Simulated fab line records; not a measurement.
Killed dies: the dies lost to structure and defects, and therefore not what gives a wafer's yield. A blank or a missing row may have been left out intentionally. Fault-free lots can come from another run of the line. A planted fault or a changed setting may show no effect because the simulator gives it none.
Matching of chambers + flow nandHarc + 4 sister chambers for NHARC_P_CONTACT_CMP_24 on cmp-03
The step polishes, t overpolish 30 s, target thk 200 nm. 4 wafers are shown with their chamber, then 7 later ones without.

== EACH WAFER AND ITS CHAMBER ==
| wafer  | chamber | motorCurrentA (A) |
|--------|---------|-------------------|
| L080.1 | 2       | 14.0              |
| L084.1 | 3       | 11.5              |
| L084.2 | 0       | 13.3              |
| L084.4 | 1       | 10.5              |

== WAFERS MISSING THEIR CHAMBER ==
| wafer  | motorCurrentA (A) |
|--------|-------------------|
| L090.2 | 13.5              |
| L091.1 | 13.4              |
| L091.3 | 11.3              |
| L092.1 | 13.2              |
| L092.4 | 10.8              |
| L094.3 | 11.2              |
| L094.4 | 13.5              |

== WHICH CHAMBER EACH ONE RAN IN ==
| wafer  | from the rows above     | in truth                   |
|--------|-------------------------|----------------------------|
| L090.2 | can't be placed: 0 or 2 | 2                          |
| L091.1 | 0                       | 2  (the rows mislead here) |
| L091.3 | 3                       | 3                          |
| L092.1 | 0                       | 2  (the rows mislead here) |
| L092.4 | can't be placed: 1 or 3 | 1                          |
| L094.3 | can't be placed: 3 or 1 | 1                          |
| L094.4 | can't be placed: 0 or 2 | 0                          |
Correct placement for 1 of the 7. Unplaceable from these rows: 4, with the true chamber sitting among the candidates in 4. Number placed wrongly: 2.
How it was worked out, from the rows above alone: a wafer's distance from a chamber is the root of the sum, over the readings, of the square of ((its reading less the chamber's mean) divided by the reading's scatter). If the next closest chamber is less than 2 further off than the closest, the wafer can't be placed; otherwise it belongs to the closest. The mean given for a chamber averages the wafers shown for that chamber. The scatter: root of mean squared gap, hidden wafer to nearest shown wafer, with one shown wafer a chamber.
